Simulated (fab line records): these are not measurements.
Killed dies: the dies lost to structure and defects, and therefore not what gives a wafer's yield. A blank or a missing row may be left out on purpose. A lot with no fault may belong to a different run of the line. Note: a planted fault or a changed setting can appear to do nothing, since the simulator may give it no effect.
fab line records	flow n5_finfet
record: lots: 5	wafers: 15	last_day: 17
route steps=1938 shown BEOL_M6@1221 PASSIVATION@1936
lots with no fault: from the same line, run without faults
start_h: hours from the record's first day to the start of the lot's first wafer shown	wait_h: hours elapsed since this lot's preceding step	" repeats the value in the row above	L1.1+2: several wafers, shown together as one row	- value missing, or start not given	* or withheld: withheld	< > ~ a bound
route shown NAME@n: names a module that has steps shown in the file, with the first one's number in the route	usual: the fault-free wafers' mean and standard deviation	same: alike in all rows	chamber/n: place in a boat	sites: per-site readings	_std_site: the standard deviation of these	_edge_site: mean of outer sites minus mean of inner sites	radius_mm: for every site, how far away it sits from the centre of the wafer	mask NAME#n: copy n	behind: the last tool/chamber to shape the wafer	hold: what put the lot on hold/how long, in hours/how the hold closed	device: names the non-switching transistor (n, p or np)	end of line: tests run on the same wafers once the route is complete	for a step that has no rows: nothing shown but its recipe	killed: dies lost to structure and defects at the first sort, not the wafer's yield	map: a wafer's dies, x killed, . not, _ none there
set.NAME: setting as actually run; set.NAME@STEP: the setting as run at that earlier step	model.NAME: the simulator's own value behind a step, which no gauge read
lots at some steps of the route; a table a step, a row a wafer
services: when a tool's chamber went out of use (start_h, in hours from the record's first day, below 0 if earlier), for how many hours, and the reason
== steps ==
step: N5_BEOL_M6_COAT_22
recipe: resist: CAR-EUV	spin_rpm: 1500	resist_thk_nm: 30
step: N5_BEOL_M6_EBR_24
recipe: solvent: PGMEA	ebr_width_mm: 1.5
step: N5_BEOL_M6_SOFTBAKE_23
recipe: temp_c: 110	time_s: 60	resist: CAR-EUV
step: N5_BEOL_M6_EXPOSE_25
recipe: mask_id: V5	na: 0.33	source_shape: annular	sigma_inner: 0.4	sigma_outer: 0.8	polarization: unpolarized	target_cd_nm: 40	dose_mj: 45
step: N5_BEOL_M6_PEB_26
recipe: peb_temp_c: 100	peb_time_s: 60	resist: CAR-EUV
step: N5_BEOL_M6_DEVELOP_27
recipe: develop_time_s: 30	developer: TMAH	resist: CAR-EUV	rinse_liquid: surfactant_rinse	dry: air_spin	dev_temp_c: 23
step: N5_BEOL_M6_DESCUM_33
recipe: chemistry: O2	time_s: 7	source_power_w: 50	bias_power_w: 20	pressure_mtorr: 20	rf_frequency_hz: 2.712e+07	temp_c: 40	resist: CAR-EUV	o2_flow_sccm: 225
step: N5_BEOL_M6_ETCH_72
recipe: chemistry: N2/H2	target: underlayer	target_depth_a: 65	mask_material: CAR-EUV	time_s: 5.2	ion_energy_ev: 200	pressure_mtorr: 30	source_w: 840	bias_w: 150	n2_flow_sccm: 200	h2_flow_sccm: 200	ends: cleared
step: N5_BEOL_M6_ETCH_65
recipe: chemistry: CF4	target: SiARC	target_depth_a: 156	mask_material: CAR-EUV	time_s: 26	ion_energy_ev: 80	pressure_mtorr: 40	source_w: 545	bias_w: 36	Ar_flow_sccm: 100	cf4_flow_sccm: 100	ends: cleared
step: N5_BEOL_M6_ETCH_66
recipe: chemistry: N2/H2	target: SOC	target_depth_a: 800	overetch_a: 160	mask_material: SiARC	temp_c: 40	time_s: 120	ion_energy_ev: 200	pressure_mtorr: 30	source_w: 840	bias_w: 150	n2_flow_sccm: 200	h2_flow_sccm: 200
usual: chamber_pressure_mTorr: 30.001/0.026	drypump_motor_current_A: 5.6/0.59	oes_product_au: 0.61/0.073	rf_vpp_V: 523.3/2.6	showerhead_plenum_p_Torr: 2.52/0.089	throttle_valve_pct: 17.80/0.3
same: time_s: 120
lot.wafer	tool	chamber	start_h	wait_h	chamber_pressure_mTorr	drypump_motor_current_A	oes_product_au	rf_hours_counter_h	rf_vpp_V	showerhead_plenum_p_Torr	throttle_valve_pct
L184.1	rie_diel-05	1	213.48	0.0	29.992	5.8	0.54	253	521.7	2.49	17.94
L184.3	"	3	"	"	29.948	6.1	0.54	214	525.5	2.62	18.16
L184.6	"	3	"	"	30.028	6.1	0.55	-	526.5	2.62	18.16
L191.1	rie_diel-01	0	264.20	0.0	29.978	4.9	0.60	139	520.2	2.45	17.92
L191.2	"	1	"	"	29.976	5.0	0.54	192	524.5	2.53	17.84
L191.6	"	3	"	"	29.971	5.3	0.71	-	523.0	2.51	17.70
L197.2	rie_diel-01	1	294.52	0.0	29.968	5.1	0.54	201	523.8	2.52	17.86
L197.4	"	2	"	"	30.006	6.5	0.60	109	524.3	2.55	17.30
L197.6	"	2	"	"	30.013	6.5	0.60	-	524.0	2.55	17.31
L200.1	rie_diel-01	1	303.16	0.0	29.999	5.1	0.54	203	523.5	2.52	17.86
L200.4	"	0	"	"	29.998	4.9	0.58	153	520.1	2.44	17.95
L200.6	"	1	"	"	30.008	5.1	0.55	-	522.8	2.52	17.87
L201.2	rie_diel-01	0	307.34	0.0	30.010	4.9	0.58	154	521.7	2.44	17.95
L201.3	"	3	"	"	29.994	5.2	0.68	37	522.6	2.50	17.72
L201.4	"	1	"	"	30.034	5.1	0.55	205	523.9	2.52	17.86
step: N5_BEOL_M6_STRIP_69
recipe: chemistry: N2/H2	temp_c: 40	n2_flow_sccm: 200	h2_flow_sccm: 200	rf_frequency_hz: 6e+07
step: N5_BEOL_M6_STRIP_73
recipe: chemistry: N2/H2	temp_c: 40	n2_flow_sccm: 200	h2_flow_sccm: 200	rf_frequency_hz: 6e+07
step: N5_BEOL_M6_VIA_ETCH_34
recipe: chemistry: C4F6/O2	target: SiCOH_lowk	target_depth_a: 1263	mask_material: SOC	taper_deg: 4	time_s: 50.9	ion_energy_ev: 250	pressure_mtorr: 30	source_w: 345	bias_w: 185	Ar_flow_sccm: 300	C4F6_flow_sccm: 10	O2_flow_sccm: 10
step: N5_BEOL_M6_STRIP_76
recipe: chemistry: C4F6/O2	resist: SiARC	rf_frequency_hz: 6e+07
step: N5_BEOL_M6_STRIP_36
recipe: chemistry: N2/H2	power_w: 450	temp_c: 40	pressure_mtorr: 20	rf_frequency_hz: 6e+07	overash_fraction: 0.3	bias_power_w: 7	h2_frac: 0.5	n2_flow_sccm: 200	h2_flow_sccm: 200
step: N5_BEOL_M6_TRENCH_ETCH_37
recipe: chemistry: C4F6/O2	target_depth_a: 944.35	target: SiCOH_lowk	time_s: 31.5	ion_energy_ev: 250	pressure_mtorr: 30	source_w: 345	bias_w: 185	Ar_flow_sccm: 300	C4F6_flow_sccm: 10	O2_flow_sccm: 10
step: N5_BEOL_M6_ETCH_41
recipe: chemistry: CH3F/O2	target: SiCN	target_depth_a: 297	taper_deg: 2	time_s: 52	ion_energy_ev: 120	mask_material: TiN	pressure_mtorr: 30	source_w: 395	bias_w: 75	Ar_flow_sccm: 150	CH3F_flow_sccm: 30	O2_flow_sccm: 20
step: N5_BEOL_M6_STRIP_80
recipe: chemistry: N2/H2	time_s: 10	power_w: 450	temp_c: 40	pressure_mtorr: 20	rf_frequency_hz: 6e+07	bias_power_w: 7	n2_flow_sccm: 200	h2_flow_sccm: 200
step: N5_BEOL_M6_HM_STRIP_39
recipe: chemistry: peroxide_tin_strip	material: TiN	target_depth_a: 250	temp_c: 50	time_s: 158
step: N5_BEOL_M6_SRD_40
recipe: time_s: 30	temp_c: 23	rinse_liquid: diw	dry: ipa_marangoni
step: N5_BEOL_M6_PRECLEAN_42
recipe: chemistry: residue_remover	time_s: 60	temp_c: 40
step: N5_BEOL_M6_SRD_43
recipe: time_s: 30	temp_c: 23	rinse_liquid: diw	dry: ipa_marangoni
step: N5_BEOL_M6_CURE_75
recipe: temp_c: 370	time_s: 120	ambient: DMADMS/He	material: SiCOH_lowk
step: N5_BEOL_M6_DEGAS_44
recipe: ambient: vacuum	temp_c: 250	time_s: 60
step: N5_BEOL_M6_PRE_CLEAN_45
recipe: gas: H2/He	time_s: 30	temp_c: 250
step: N5_BEOL_M6_ALD_77
recipe: material: TaN	target_thk_a: 20	temp_c: 275	ald_precursor_family: PDMAT	ald_co_reactant: NH3	pressure_torr: 3	carrier_flow_sccm: 1500	pulse_time_s: 2	purge_time_s: 3	co_reactant_purge_time_s: 2	co_reactant_pulse_time_s: 3	ald_cycles: 40	precursor_vessel_temp_c: 75	precursor_vessel_pressure_torr: 26.25	precursor_vessel_carrier_sccm: 1000
step: N5_BEOL_M6_SURFACE_TREAT_79
recipe: gas: Ar	time_s: *	ion_energy_ev: *	ion_current_ma_cm2: 0.5	pressure_mtorr: *	ar_flow_sccm: 30
step: N5_BEOL_M6_CVD_78
recipe: material: Co	target_thk_a: 20	temp_c: withheld	precursor: CCTBA/H2	pressure_torr: 30	time_s: 142.3
step: N5_BEOL_M6_SPUTTER_48
recipe: material: Cu	target_thk_a: 100	temp_c: -20	bias_v: 60	power_w: 26000	chamber_pressure_pa: 0.13	time_s: 1.667
step: N5_BEOL_M6_ECD_50
recipe: material: Cu	target_thk_a: 3000
step: N5_BEOL_M6_ANNEAL_51
recipe: temp_c: 225	time_s: 90	ambient: N2
step: N5_BEOL_M6_CMP_52
recipe: stop_on: SiCOH_lowk	t_overpolish_s: 6.9	down_force_psi: 1	platen_rpm: 50	clearing_platen_down_force_psi: 1.5	clearing_platen_rpm: 50	post_cmp_clean: cu_alkaline	target_thk_nm: 80	clearing_platen_pad_velocity_m_s: 0.99484	pad_velocity_m_s: 0.99484
step: N5_BEOL_M6_PRE_CLEAN_55
recipe: gas: NH3	time_s: 15	temp_c: withheld	rf_power_w: 300
step: N5_BEOL_M6_DEP_56
recipe: material: SiCN	target_thk_a: 100	temp_c: withheld	precursor: 3MS/NH3	pressure_torr: 3	rf_w: 202	time_s: 17.5
step: N5_PASSIVATION_PROBE_49
usual: defect_limited_yield: 91.2/1.4	killed_at_M0_to_M3: 35/11	killed_at_M4_up: 14/5.6	killed_at_contacts: 12/5.6	killed_at_front_end: 38/11	killed_at_other: 4/3.4	killed_dies: 103/17	killed_open: 68/12	killed_short: 33/8.8	sort_bin_5_function: 5.1/0.89	sort_bin_6_memory: 3.3/0.71	sort_n_pass: 1077/17	sort_yield_pct: 91.2/1.4
same: gross_dies: 1180	killed_at_back_side: 0	sort_bin_4_leakage[%]: 0	sort_bin_8_speed[%]: 0
lot.wafer	tool	chamber	start_h	wait_h	defect_limited_yield[%]	killed_at_M0_to_M3	killed_at_M4_up	killed_at_contacts	killed_at_front_end	killed_at_other	killed_dies	killed_open	killed_short	sort_bin_5_function[%]	sort_bin_6_memory[%]	sort_n_pass	sort_yield_pct[%]
L197.2	prober-01	-	391.01	0.1	81.2	32	139	14	35	2	222	64	34	11.8	4.4	958	81.2
L200.1	prober-01	-	395.72	0.0	81.3	40	145	12	24	0	221	67	27	12.3	3.9	959	81.3
L200.6	prober-01	-	395.97	0.3	81.9	28	140	12	34	0	214	58	30	12.7	3.2	966	81.9
L201.4	prober-02	-	396.70	0.2	82.5	27	134	12	24	9	206	61	25	10.3	4.8	974	82.5
killed by level:class
L197.2 BEOL_M6:unspecified=122 MOL_CONTACT_COAG:geometric_particle:open=12 BEOL_M0_SAQP:geometric_particle:short=12 FIN_SAQP:geometric_particle:open=10 BEOL_M0_SAQP:geometric_particle:open=10 BEOL_M4:geometric_particle:short=8 DUMMY_GATE:geometric_particle:open=7 BEOL_M3:geometric_particle:open=7
L200.1 BEOL_M6:unspecified=125 BEOL_M4:geometric_particle:open=10 BEOL_M1:geometric_particle:open=9 BEOL_M3:geometric_particle:open=9 MOL_CONTACT_COAG:geometric_particle:open=8 STI_FIN_REVEAL:geometric_particle:open=7 BEOL_M0_SAQP:geometric_particle:open=7 BEOL_M0_SAQP:geometric_particle:short=5
L200.6 BEOL_M6:unspecified=126 MOL_CONTACT_COAG:geometric_particle:open=10 BEOL_M3:geometric_particle:open=10 BEOL_M4:geometric_particle:open=9 STI_FIN_REVEAL:geometric_particle:open=7 BEOL_M0_SAQP:geometric_particle:short=6 FIN_SAQP:geometric_particle:open=5 DUMMY_GATE:geometric_particle:open=5
L201.4 BEOL_M6:unspecified=115 MOL_CONTACT_COAG:geometric_particle:open=10 BEOL_M0_SAQP:geometric_particle:short=9 BEOL_M4:geometric_particle:open=9 BEOL_M0_SAQP:geometric_particle:open=8 FIN_SAQP:geometric_particle:open=6 DUMMY_GATE:geometric_particle:open=4 GATE_CUT:geometric_particle:open=4
map L197.2 (x killed, . not)
_________________...x.......x________________
______________x................._____________
___________................x..x....__________
__________....................x....._________
________xx.................x.........x_______
_______................................______
______..........x..........x.x.........._____
_____.....................x..............____
____...........x...x.x..............x.....___
___...........x........x...........x.x..x..__
___....x..............xx........x..........__
__...x......x..............................._
__.......x....x....................x....x..._
_...x.........x............x........x........
_.........x...........................x......
_.....x.............x.................x......
_....x..........x....x..x.xx....x..x...x.....
_..x...x.......x.............................
_.......x.......x.....x.........x............
_.........xxxxxx.............................
_.......xx.xxxx.xxx.....x.....x..x...........
__.....xx..xxxxxxx.x.x...x.............xx..._
__....x..xxxxxxxxxx.x.........x...x........x_
___x..x.xxxxxxxxxxxx..x.........x..........__
___...xxxxxxxxxxxx.xxx....x................__
____...xxxxxxxxxxxxx.x.....x.....xx.x.x...___
_____..xxxxxxxxxxxxx.........x.x....x....____
______xxxxxxxxxxxxx...x..............x.._____
_______xxxxxxxxxx....x....x..........x.______
________..xxxxxxx...x..x..........x..._______
__________..x..x...................x_________
___________xx.x.x....x.............__________
______________.....x..........x._____________
_________________..x.....x...________________
map L200.1 (x killed, . not)
_________________....x.......________________
______________.......x.x........_____________
___________........................__________
__________......x....x.x............_________
________...x......................x..._______
_______x.......x..xx..x.x............x.______
______...........................x......_____
_____.....................x.x...........x____
____......x..................x......x.....___
___.........x..............................__
___.................x............x....x....__
__..x.........x.......x....................._
__..x...x...................x..............._
_.......x............x......x...x.x..........
_..........x...x............................x
_....................x....xx.x...............
_.x..x..........x.........x..................
_....x.....x.....x...........................
_.............x.x.....x.....x..x..x..........
_.......x...xxx.x..x.......x.............x...
_...x..x.xxxxxx.xx.............x.............
__..xx...xxxxxxxx.x...x...........xx..x....._
__....xxxxxxxxxxxx.xx......................._
___...xxxxxxxxxxxxxxxx................x....__
___...xxxxxxxxxxxxxx.x........x......x.....__
____.xxxxxxxxxxxxxxx..x...................___
_____.xxxxxxxxxxxxx.x..........x...x.....____
______.x.xxxxxxxxxx.x.....x.......x..x.x_____
_______...xxxxxxx..x.............x.....______
________x.xxxxxxxx.x..x.....x.x....x.._______
__________.x...x.................x.._________
___________.x............x.........__________
______________.x..x..x..x......._____________
_________________x....x......________________
== services ==
tool	chamber	start_h	hours	kind
rie_diel-05	2	197.50	-	clean
rie_diel-05	2	197.50	-	consumable_replace:focus_ring
rie_diel-05	2	197.50	21.7	scheduled_down
rie_diel-05	2	197.50	21.7	vent_cycle
rie_diel-05	1	219.55	-	clean
rie_diel-05	1	219.55	-	consumable_replace:focus_ring
rie_diel-05	1	219.55	26.5	scheduled_down
rie_diel-05	1	219.55	26.5	vent_cycle
rie_diel-05	-	220.37	0.1	repair
rie_diel-05	-	242.12	2.8	pm
rie_diel-05	0	249.32	13.7	repair
rie_diel-01	1	266.36	5.0	repair
== key ==
first_sign: step: N5_PASSIVATION_PROBE_49	reading: killed_at_M4_up	direction: up	sigmas: 23	usual: 14	struck: 140
effect: step: N5_PASSIVATION_PROBE_49	reading: defect_limited_yield	direction: down	sigmas: 6.7	usual: 91.2	struck: 81.7
more_kills_born_at: N5_BEOL_M6_ETCH_66@rie_diel-01: 488
met_at N5_BEOL_M6_ETCH_66
struck_wafers L197.2,L200.1,L200.6,L201.4
onset_between 264.20 294.52
fault: kind: chamber_particle_source	tool: rie_diel-01	chamber: 1	onset_h: 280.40	steps: N5_BEOL_M6_ETCH_66	rate_per_visit_cm2: 0.81237	end_h: 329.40
